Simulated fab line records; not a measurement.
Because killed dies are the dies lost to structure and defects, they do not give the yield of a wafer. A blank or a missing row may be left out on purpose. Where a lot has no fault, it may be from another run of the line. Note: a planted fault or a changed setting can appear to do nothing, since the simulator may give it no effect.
Chamber matching + flow n5 finfet + N5_GATE_CUT_ETCH_58 on rie diel-02 has 4 sister chambers
The step etches SiNx in CH3F/O2, target depth 17 nm, time 128.6 s. 4 wafers are shown with their chamber, then 7 later ones without.

## EACH WAFER AND ITS CHAMBER
| wafer  | chamber | showerhead plenum p Torr (Torr) |
|--------|---------|---------------------------------|
| L087.1 | 0       | 2.06                            |
| L087.5 | 2       | 2.05                            |
| L089.2 | 3       | 1.92                            |
| L089.3 | 1       | 1.94                            |

## WAFERS MISSING THEIR CHAMBER
| wafer  | showerhead plenum p Torr (Torr) |
|--------|---------------------------------|
| L089.5 | 2.05                            |
| L095.2 | 1.91                            |
| L095.3 | 2.05                            |
| L095.6 | 1.93                            |
| L096.1 | 2.05                            |
| L096.2 | 2.05                            |
| L096.4 | 1.93                            |

## EACH ONE'S CHAMBER
| wafer  | from the rows above     | in truth |
|--------|-------------------------|----------|
| L089.5 | can't be placed: 2 or 0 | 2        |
| L095.2 | 3                       | 3        |
| L095.3 | can't be placed: 2 or 0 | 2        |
| L095.6 | can't be placed: 1 or 3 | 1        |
| L096.1 | can't be placed: 2 or 0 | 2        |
| L096.2 | can't be placed: 2 or 0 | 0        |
| L096.4 | can't be placed: 1 or 3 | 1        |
Correct placement for 1 of the 7. From these rows, 6 cannot be placed; in 6 the true chamber is one of the candidates. Number placed wrongly: 0.
How it was worked out, from the rows above alone: a wafer's distance from a chamber is the root of the sum, over the readings, of the square of ((its reading less the chamber's mean) divided by the reading's scatter). The wafer belongs to the nearest chamber; if the next one is less than 2 further off, it can't be placed. For every chamber, the mean is computed from those of its wafers that are shown. The scatter (one wafer shown for each chamber): square how far every hidden wafer sits from the nearest shown wafer, average those squares and take the square root.
